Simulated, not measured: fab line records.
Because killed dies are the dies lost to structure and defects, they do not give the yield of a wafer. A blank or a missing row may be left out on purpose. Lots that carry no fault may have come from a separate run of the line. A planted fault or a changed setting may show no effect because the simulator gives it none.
Check of tool commonality | flow nand harc | Sample size 13 lots and 39 wafers

WHY IT WAS OPENED
Flagged at NHARC_P_GATE_CD_MEAS_91: reading cd nm, on 1 of 13 lots. Fault-free wafers read 2000.6 nm, with a standard deviation of 2.1.
Rule: a lot is flagged when every wafer of it that has a number lies more than 4 standard deviations from that mean, or none has a number. As for the other lots, they are considered sound.

lot  | measured     | on        | cd nm (nm), wafer by wafer | flag
L358 | day 5 14:27  | cd sem-03 | 2004.6 2003.0 1999.5       |
L360 | day 5 22:25  | cd sem-03 | 1999.4 2000.5 1999.8       |
L361 | day 6 01:30  | cd sem-01 | 1997.9 1998.4 2002.3       |
L362 | day 6 01:51  | cd sem-03 | 2003.8 1999.6 2000.2       |
L365 | day 7 02:57  | cd sem-03 | 2000.4 1997.3 2000.8       |
L368 | day 7 19:59  | cd sem-02 | 1998.0 1997.2 2000.8       |
L370 | day 8 12:25  | cd sem-01 | 1999.3 2001.3 1999.8       |
L371 | day 8 12:50  | cd sem-03 | 2190.6 2193.5 2190.9       | FLAGGED
L369 | day 8 13:11  | cd sem-03 | 1999.2 1997.9 2001.4       |
L372 | day 8 18:32  | cd sem-01 | 1998.8 2002.5 2002.0       |
L375 | day 9 15:57  | cd sem-02 | 2002.6 2003.4 2003.4       |
L380 | day 10 16:44 | cd sem-01 | 2001.7 1998.4 1998.8       |
L381 | day 11 04:00 | cd sem-01 | 1994.8 1998.8 2001.3       |
The mean of the flagged lots' numbers is 2191.7 nm, +191.1 nm from the usual (+91 standard deviations).

LOT BY LOT: THE TOOL USED
3 process steps preceding the reading are held in the record, out of 1159 steps in the route. Every cell lists first the tool, next ch and the chambers used by the sampled wafers, and last the start.
lot  | flag    | NHARC_P_GATE_ETCHBACK_37                      | NHARC_P_GATE_STRIP_112               | NHARC_P_GATE_EXPOSE_88
L358 |         | rie diel-05 ch 0,1,2, day 5 13:24 or earlier  | plasma asher-02 ch 0,1, day 5 13:24  | krf scanner-01 ch 0, day 5 14:18
L360 |         | rie diel-02 ch 0,1, day 5 21:25 or earlier    | plasma asher-02 ch 0,1, day 5 21:25  | krf scanner-04 ch 0, day 5 22:16
L361 |         | rie diel-05 ch 0,1,2, day 6 00:29 or earlier  | plasma asher-02 ch 0,1, day 6 00:29  | krf scanner-04 ch 0, day 6 01:20
L362 |         | rie diel-02 ch 0,1,3, day 6 00:42 or earlier  | plasma asher-01 ch 0,1, day 6 00:42  | krf scanner-01 ch 0, day 6 01:41
L365 |         | rie diel-08 ch 0,1,3, day 7 01:46 or earlier  | plasma asher-02 ch 0,1, day 7 01:46  | krf scanner-03 ch 0, day 7 02:48
L368 |         | rie diel-05 ch 0,3, day 7 19:00 or earlier    | plasma asher-02 ch 0,1, day 7 19:00  | krf scanner-04 ch 0, day 7 19:50
L370 |         | rie diel-05 ch 0,2,3, day 8 11:22 or earlier  | plasma asher-02 ch 0,1, day 8 11:22  | krf scanner-04 ch 0, day 8 12:16
L371 | FLAGGED | rie diel-02 ch 0,2,3, day 8 11:42 or earlier  | plasma asher-01 ch 0,1, day 8 11:42  | krf scanner-01 ch 0, day 8 12:41
L369 |         | rie diel-02 ch 0,1,3, day 8 12:03 or earlier  | plasma asher-02 ch 0,1, day 8 12:03  | krf scanner-04 ch 0, day 8 13:02
L372 |         | rie diel-05 ch 0,3, day 8 17:29 or earlier    | plasma asher-01 ch 0,1, day 8 17:29  | krf scanner-04 ch 0, day 8 18:23
L375 |         | rie diel-05 ch 0,2,3, day 9 14:54 or earlier  | plasma asher-01 ch 0,1, day 9 14:54  | krf scanner-03 ch 0, day 9 15:47
L380 |         | rie diel-08 ch 0,1,3, day 10 15:34 or earlier | plasma asher-01 ch 0,1, day 10 15:34 | krf scanner-01 ch 0, day 10 16:35
L381 |         | rie diel-08 ch 2,3, day 11 02:54 or earlier   | plasma asher-01 ch 0,1, day 11 02:54 | krf scanner-04 ch 0, day 11 03:51
What the steps here do:
- NHARC_P_GATE_ETCHBACK_37: etches the open film in CHF3/O2, target depth 34.5 nm, time 17.2 s.
- NHARC_P_GATE_STRIP_112: strips in N2/H2, time 200 s.
- NHARC_P_GATE_EXPOSE_88: exposes mask P HVN, target cd 2000 nm.
- NHARC_P_GATE_CD_MEAS_91: target cd 2000 nm.

FLAGGED OVER TOTAL, TOOL BY TOOL (the gauges that took the reading come last)
step                     | tool            | lots run | flagged | share of the flagged lots | sound lots run after its first flagged lot
NHARC_P_GATE_ETCHBACK_37 | rie diel-02     | 4        | 1       | all                       | 1 (L369)
NHARC_P_GATE_ETCHBACK_37 | rie diel-05     | 6        | 0       | none                      | -
NHARC_P_GATE_ETCHBACK_37 | rie diel-08     | 3        | 0       | none                      | -
NHARC_P_GATE_STRIP_112   | plasma asher-01 | 6        | 1       | all                       | 4 (L372,L375,L380,L381)
NHARC_P_GATE_STRIP_112   | plasma asher-02 | 7        | 0       | none                      | -
NHARC_P_GATE_EXPOSE_88   | krf scanner-01  | 4        | 1       | all                       | 1 (L380)
NHARC_P_GATE_EXPOSE_88   | krf scanner-03  | 2        | 0       | none                      | -
NHARC_P_GATE_EXPOSE_88   | krf scanner-04  | 7        | 0       | none                      | -
NHARC_P_GATE_CD_MEAS_91  | cd sem-01       | 5        | 0       | none                      | -
NHARC_P_GATE_CD_MEAS_91  | cd sem-02       | 2        | 0       | none                      | -
NHARC_P_GATE_CD_MEAS_91  | cd sem-03       | 6        | 1       | all                       | 1 (L369)
NHARC_P_GATE_ETCHBACK_37 gives no start for some lots, so the hours and the order of its lots are those of NHARC_P_GATE_STRIP_112.

WHAT THE TABLE PERMITS
4 rows of the table ran every flagged lot: rie diel-02 at NHARC_P_GATE_ETCHBACK_37, plasma asher-01 at NHARC_P_GATE_STRIP_112, krf scanner-01 at NHARC_P_GATE_EXPOSE_88, cd sem-03 at NHARC_P_GATE_CD_MEAS_91.
- rie diel-02 at NHARC_P_GATE_ETCHBACK_37: 1 of its 4 lots flagged. Lots that were sound ran on it after the first flagged one (L369); a persistent fault on the entire tool would not allow that.
- plasma asher-01 at NHARC_P_GATE_STRIP_112: 1 of its 6 lots flagged. Lots that were sound ran on it after the first flagged one (L372, L375, L380, L381); a persistent fault on the entire tool would not allow that.
- krf scanner-01 at NHARC_P_GATE_EXPOSE_88: 1 of its 4 lots flagged. Lots that were sound ran on it after the first flagged one (L380); a persistent fault on the entire tool would not allow that.
- cd sem-03 at NHARC_P_GATE_CD_MEAS_91: 1 of its 6 lots flagged. Lots that were sound ran on it after the first flagged one (L369); a persistent fault on the entire tool would not allow that.
Not one row of the table ran every flagged lot while running no sound lot after the first.

WHAT THE SIMULATOR HAD PUT IN
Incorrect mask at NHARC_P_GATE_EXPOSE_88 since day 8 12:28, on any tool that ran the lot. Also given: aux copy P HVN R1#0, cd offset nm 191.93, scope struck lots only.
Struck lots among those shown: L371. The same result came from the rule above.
